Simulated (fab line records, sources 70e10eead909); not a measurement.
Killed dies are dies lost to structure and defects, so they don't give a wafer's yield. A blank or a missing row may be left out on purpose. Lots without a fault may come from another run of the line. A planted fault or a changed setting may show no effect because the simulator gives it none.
A struck lot beside a sound one | flow nand_harc | 15 steps out of a route of 1302
Sound: wafers L815.1, L815.2, L815.3. Struck: wafers L827.1, L827.4, L827.6. The cause comes at the end.
At each step with rows: each side's tool, then ch and its chambers, then its first start. Under that, the readings that differ: sound wafers | struck wafers | difference of the means | sigmas: that difference in standard deviations of wafers without a fault.
alike: readings whose means differ by less than 2 such deviations, and words and numbers that are the same on both sides. not compared: withheld readings, readings that some wafer has no value for, bounds like >300 that may hide the same value, and numbers for which the record gives no deviation and whose values overlap.
The two part at a step that has a row with sigmas, a row that says differs or no value, or rows on one side only. Numbers that don't overlap but have no deviation are shown without sigmas and don't part them. A reading that every wafer of one side lacks parts them only if that side has two wafers or more.

NHARC_A_M1_PRE_CLEAN_32: time 12 s.
  sound on pecvd-03 ch 0,1,2, day 25 23:32; struck on pecvd-04 ch 0,1, day 29 04:59
  alike: heater_power_w
NHARC_A_M1_DEP_33: deposits SiCN, target thk 30 nm.
  sound on pecvd-03 ch 0,1,2, day 25 23:37; struck on pecvd-04 ch 0,1, day 29 05:08
  alike: heater_power_w
NHARC_A_BONDPAD_DEP_00: deposits SiCN, target thk 250 nm.
  sound on pecvd-03 ch 0,1,2; struck on pecvd-02 ch 0,1,2, day 29 05:38
  alike: heater_power_w
NHARC_A_BONDPAD_CMP_29: polishes SiCN, target thk 200 nm.
  sound on cmp-04 ch 0,2,3, day 26 00:34; struck on cmp-02 ch 0,3, day 29 06:00
  alike: edge_zone_pressure_frac, motor_current_A
NHARC_A_BONDPAD_THK_MEAS_30: measures by ellipsometry.
  sound on film_metro-01, day 26 00:49; struck on film_metro-02, day 29 06:15
  alike: thk_nm
then, 7 steps without rows for these wafers: NHARC_A_BONDPAD_SRD_31; NHARC_A_BONDPAD_DEHYDRATE_01 (time 120 s); NHARC_A_BONDPAD_HMDS_02 (time 30 s); NHARC_A_BONDPAD_COAT_33 (time 65 s); NHARC_A_BONDPAD_COAT_03 (resist thk 600 nm); NHARC_A_BONDPAD_SOFTBAKE_04 (time 70 s); NHARC_A_BONDPAD_EBR_05.
NHARC_A_BONDPAD_EXPOSE_06: exposes mask A BPAD.
  sound on krf_scanner-02 ch 0, day 26 01:13; struck on krf_scanner-03 ch 0, day 29 06:40
  reading              | sound             | struck            | difference | sigmas
  exposure_dose_mJ_cm2 | 36.98 36.99 37.00 | 34.68 34.72 34.74 | -2.28      | -51
  alike: mask, reticle_temp_C
then, 1 step without rows for these wafers: NHARC_A_BONDPAD_PEB_07 (peb time 80 s).
NHARC_END_SORT_01:
  the record has rows for the sound wafers here (prober-01 ch 0, day 27 07:19) and none for the struck ones

WHERE THEY PART
First at NHARC_A_BONDPAD_EXPOSE_06; last, within this record, at NHARC_END_SORT_01.

WHY: what the simulator had put in
Process parameter drift: krf_scanner-03, from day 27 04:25 on, at NHARC_A_BONDPAD_EXPOSE_06. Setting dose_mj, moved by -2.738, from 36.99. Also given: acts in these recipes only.
